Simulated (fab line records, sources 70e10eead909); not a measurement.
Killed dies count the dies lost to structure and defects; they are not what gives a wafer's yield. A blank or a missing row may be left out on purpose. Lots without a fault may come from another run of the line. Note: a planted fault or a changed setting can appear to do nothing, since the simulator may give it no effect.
Comparing a struck lot with a sound one / flow nand-harc / 12 steps out of a route of 1302
Sound: wafers L343.2, L343.4, L343.5. Struck: wafers L359.2, L359.4. At the end, the cause is stated.
Order at every step that has rows: each side's tool, ch and its chambers, its first start. Under that, the readings that differ: sound wafers / struck wafers / difference of the means / sigmas: that difference in standard deviations of wafers without a fault.
alike: same words and numbers on both sides, and readings whose means sit less than 2 such deviations apart. not compared: any withheld reading, any reading some wafer has no value for, any bound like >300 that may hide the same value, and any number with overlapping values for which the record gives no deviation.
A row with sigmas, a row that says differs or no value, or rows on one side alone: a step with any of these is where the two part. Numbers that have no deviation but don't overlap get no sigmas and don't part them. A reading missing from all wafers of one side parts the sides only when that side holds two or more wafers.

first, 1 step without rows for these wafers: NHARC_A_WL_FILL_CVD_23 (deposits poly-Si, target thk 40 nm, time 800 s).
NHARC_A_WL_FILL_ETCHBACK_26: etches the open film in HBr, target depth 52 nm, time 13.3 s.
  sound on rie-si-05 ch 0,2,3, day 21 11:43; struck on rie-si-04 ch 2,3, day 28 18:22
  alike: drypump-motor-current-A, hbr-flow-sccm, oes-product-au, throttle-valve-pct
  not compared: rf-hours-counter-h
then, 2 steps without rows for these wafers: NHARC_A_WL_FILL_PRECLEAN_30 (cleans in dHF, time 10 s); NHARC_A_WL_FILL_SRD_14.
NHARC_A_WL_FILL_ALD_19: deposits TiN, target thk 2 nm, pulse time 3 s, ald cycles 100.
  sound on ald-metal-04 ch 0,1,2, day 21 12:01; struck on ald-metal-01 ch 0,2, day 28 18:37
  alike: heater-power-w, precursor-pulse-height-rel
NHARC_A_WL_FILL_CVD_20: deposits W, target thk 100 nm, time 74 s.
  sound: cvd-w-02 ch 0,1; struck: cvd-w-01 ch 0
  alike: heater-power-w, mfc-ar-sccm, throttle-valve-pct
NHARC_A_WL_FILL_CMP_12: polishes, t overpolish 30 s, target thk 100 nm.
  sound on cmp-02 ch 2,3, day 21 12:21; struck on cmp-03 ch 2,3, day 28 19:01
  alike: motor-current-A, overpolish-run-s, retaining-ring-pressure-frac, time-to-endpoint-s
next, for these wafers, 1 step has no rows: NHARC_A_WL_FILL_SRD_31.
NHARC_A_WL_FILL_INSPECT_15:
  sound on defect-inspect-02, day 21 12:50; struck on defect-inspect-01, day 28 19:28
  alike: raw-defect-count
NHARC_A_CONTACT_DEP_24: deposits SiO2, target thk 500 nm.
  sound on pecvd-02 ch 0,1, day 21 13:01; struck on pecvd-02 ch 0, day 28 19:32
reading=rf-fwd-power-W (W); sound=899.4 899.9 903.9; struck=540.9 541.7; difference=-359.8; sigmas=-99 or more
reading=showerhead-vpp-V (V); sound=1738 1765 1776; struck=1400 1395; difference=-362; sigmas=-4
reading=throttle-valve-pct (%); sound=15.3 15.6 16.7; struck=17.1 17.3; difference=+1.3; sigmas=+3
  alike: heater-power-w
NHARC_A_CONTACT_DEP_28: deposits aC, target thk 7000 nm.
  sound on acl-dep-02 ch 0, day 21 16:42; struck on acl-dep-01 ch 0, day 29 03:20
reading=hold; sound=- - -; struck=await-dispo/6.3h/release await-dispo/6.3h/release; difference=no value on the sound wafers; sigmas=
  alike: throttle-valve-pct
-- record jumps: 4 days between struck wafers' starts before vs after; left off in module A_CONTACT, resumes in module END, first step shown is number 1302 of the route --
NHARC_END_SORT_01:
  sound on prober-01 ch 0, day 24 23:43; struck on prober-01 ch 0, day 32 21:07
  alike: killed-at-array, killed-at-other, killed-at-periphery, killed-dies, killed-open, killed-short

WHERE THEY PART
First at NHARC_A_CONTACT_DEP_24; last, within this record, at NHARC_A_CONTACT_DEP_28. Later steps at which nothing parts them and some readings are alike: NHARC_END_SORT_01.

WHY: what the simulator had put in
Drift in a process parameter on pecvd-02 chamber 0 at NHARC_A_CONTACT_DEP_24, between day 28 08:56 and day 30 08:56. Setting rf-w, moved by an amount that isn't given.
